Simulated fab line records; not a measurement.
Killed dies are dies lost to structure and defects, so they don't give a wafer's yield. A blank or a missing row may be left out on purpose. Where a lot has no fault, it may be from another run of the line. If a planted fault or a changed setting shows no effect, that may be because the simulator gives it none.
Chamber matching || flow n5 finfet || N5_MOL_CONTACT_COAG_CO_FILL_22 on cvd co-02 has 3 sister chambers
The step material Co, precursor CCTBA/H2, target thk 20 nm. 15 wafers are shown with their chamber, then 7 later ones without.

WAFERS, EACH WITH ITS CHAMBER
{"wafer": "L724.1", "chamber": 0, "heater power w (W)": 251}
{"wafer": "L724.3", "chamber": 1, "heater power w (W)": 240}
{"wafer": "L724.4", "chamber": 2, "heater power w (W)": 233}
{"wafer": "L725.1", "chamber": 0, "heater power w (W)": 241}
{"wafer": "L725.5", "chamber": 0, "heater power w (W)": 254}
{"wafer": "L725.6", "chamber": 2, "heater power w (W)": 242}
{"wafer": "L729.1", "chamber": 0, "heater power w (W)": 248}
{"wafer": "L729.4", "chamber": 0, "heater power w (W)": 245}
{"wafer": "L729.6", "chamber": 0, "heater power w (W)": 250}
{"wafer": "L730.1", "chamber": 2, "heater power w (W)": 239}
{"wafer": "L730.4", "chamber": 0, "heater power w (W)": 246}
{"wafer": "L731.2", "chamber": 2, "heater power w (W)": 246}
{"wafer": "L731.5", "chamber": 0, "heater power w (W)": 242}
{"wafer": "L736.1", "chamber": 0, "heater power w (W)": 248}
{"wafer": "L736.2", "chamber": 2, "heater power w (W)": 238}

SIGNATURES (averages over the wafers above)
{"reading": "heater power w", "chamber 0": 247.22, "chamber 1": 240.00, "chamber 2": 239.60, "scatter within a chamber": 4.42}
Rule: a wafer lies at a distance from a chamber equal to the root of the sum of squares, over the readings, of (its reading less the chamber's mean, divided by the reading's scatter). The wafer belongs to the nearest chamber; if the next one is less than 2 further off, it can't be placed. The scatter: the root of (the sum of the squares of (reading less its chamber's mean) over the shown wafers, divided by (wafers less chambers)).

WAFERS WITHOUT THEIR CHAMBER
{"wafer": "L736.6", "heater power w (W)": 246}
{"wafer": "L744.1", "heater power w (W)": 237}
{"wafer": "L744.2", "heater power w (W)": 252}
{"wafer": "L744.5", "heater power w (W)": 251}
{"wafer": "L745.1", "heater power w (W)": 253}
{"wafer": "L745.4", "heater power w (W)": 242}
{"wafer": "L745.6", "heater power w (W)": 250}

EACH ONE'S CHAMBER
{"wafer": "L736.6", "from the rows above": "can't be placed: 0 or 1 or 2", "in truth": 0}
{"wafer": "L744.1", "from the rows above": "can't be placed: 2 or 1 or 0", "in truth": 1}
{"wafer": "L744.2", "from the rows above": "can't be placed: 0 or 1 or 2", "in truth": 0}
{"wafer": "L744.5", "from the rows above": "can't be placed: 0 or 1 or 2", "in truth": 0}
{"wafer": "L745.1", "from the rows above": "can't be placed: 0 or 1 or 2", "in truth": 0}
{"wafer": "L745.4", "from the rows above": "can't be placed: 1 or 2 or 0", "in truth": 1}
{"wafer": "L745.6", "from the rows above": "can't be placed: 0 or 1 or 2", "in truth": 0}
0 of 7 placed correctly. From these rows, 7 cannot be placed; in 7 the true chamber is one of the candidates. 0 placed wrongly.
